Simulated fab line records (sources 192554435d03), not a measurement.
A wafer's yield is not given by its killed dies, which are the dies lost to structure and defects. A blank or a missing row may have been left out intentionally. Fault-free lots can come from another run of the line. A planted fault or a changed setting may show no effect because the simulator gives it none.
Split-lot experiment    flow n5Finfet    21 wafers read across 7 lots, on a route 1938 steps long

== ABOUT THE SPLIT ==
At N5_PASSIVATION_EXPOSE_27 (exposes mask PAD, defocus 0 nm), the setting doseMj was moved away from the recipe's 32.3 on 7 of the 21 wafers read, by -7.2% to +6.9%. For the rest of the wafers, this setting stayed at what the recipe calls for.

== FROM THE SPLIT TO THE READING: what the file shows between them, 3 steps ==
- N5_PASSIVATION_PEB_28
- N5_PASSIVATION_DEVELOP_29: develop time 60 s
- N5_PASSIVATION_HARDBAKE_31: time 120 s

== THE READING ==
Shown in nm: cdNm at N5_PASSIVATION_CD_MEAS_30, with target cd 4000 nm. Fault-free wafers of this fab line usually give 4000.5 nm, standard deviation 2.5 nm.

wafer   tool, chamber at the split  doseMj as run  against the recipe  cdNm, nm  against lot-mates on the recipe
L077.2  krfScanner-01, 0            32.3           recipe              3997.9    -
L077.3  krfScanner-01, 0            32.3           recipe              3999.9    -
L077.5  krfScanner-01, 0            32.3           recipe              3997.5    -
L083.1  krfScanner-01, 0            32.3           recipe              3998.7    -
L083.4  krfScanner-01, 0            29.96          -7.2%               3987.7    -11.0
L083.5  krfScanner-01, 0            29.96          -7.2%               3989.0    -9.7
L085.1  krfScanner-02, 0            32.3           recipe              3999.2    -
L085.2  krfScanner-02, 0            32.3           recipe              3998.9    -
L085.4  krfScanner-02, 0            32.3           recipe              4002.3    -
L086.3  krfScanner-02, 0            32.3           recipe              3999.8    -
L086.4  krfScanner-02, 0            33.77          +4.6%               4005.2    +5.4
L086.6  krfScanner-02, 0            33.77          +4.6%               4005.2    +5.4
L089.1  krfScanner-02, 0            32.3           recipe              4005.4    -
L089.5  krfScanner-02, 0            32.3           recipe              3998.7    -
L089.6  krfScanner-02, 0            32.3           recipe              3998.6    -
L095.1  krfScanner-02, 0            34.16          +5.8%               4012.8    +10.5
L095.2  krfScanner-02, 0            32.3           recipe              4004.5    -
L095.6  krfScanner-02, 0            32.3           recipe              4000.1    -
L094.2  krfScanner-01, 0            34.52          +6.9%               4010.3    +9.6
L094.3  krfScanner-01, 0            32.3           recipe              4000.7    -
L094.4  krfScanner-01, 0            34.52          +6.9%               4011.5    +10.8

THE FIT
A straight line over all 21 wafers: cdNm changes by +1.6 nm for each +1% of doseMj; r = +0.94; the points scatter about the line by 2.2 nm.
The same after taking each lot's own level away (the mean of its wafers on the recipe; 21 wafers): +1.46 nm for each +1%; r = +0.95; scatter 1.8 nm.
That fit puts the effect of the largest move of doseMj on the reading at 11 nm.
The lots' own levels span 3998.43 to 4002.30 nm, that is 1.5 times the standard deviation above.
Consequently the slope shifts little with the lot-to-lot level, the two slopes agreeing.
Check: for one of the wafers moved furthest among these (-7.2%), held out of the fit, the line's prediction against its lot-mates is -10.4 nm. It came out at -11 nm against them.

== OTHER SPLITS APPLIED TO THESE WAFERS ==
Note: prior to the reading, these wafers also went through further splits. Each is held against what the fit with the lots' levels taken away leaves over:
other split on the same wafers    wafers away from the commonest value  r with cdNm (lot level and that fit taken away)
N5_BEOL_M15_TRENCH_ETCH_34 timeS  6                                     -0.04

== THE FILE'S OWN FIT ==
cdNm changes by +1.5 nm for each +1% of doseMj, r = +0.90.
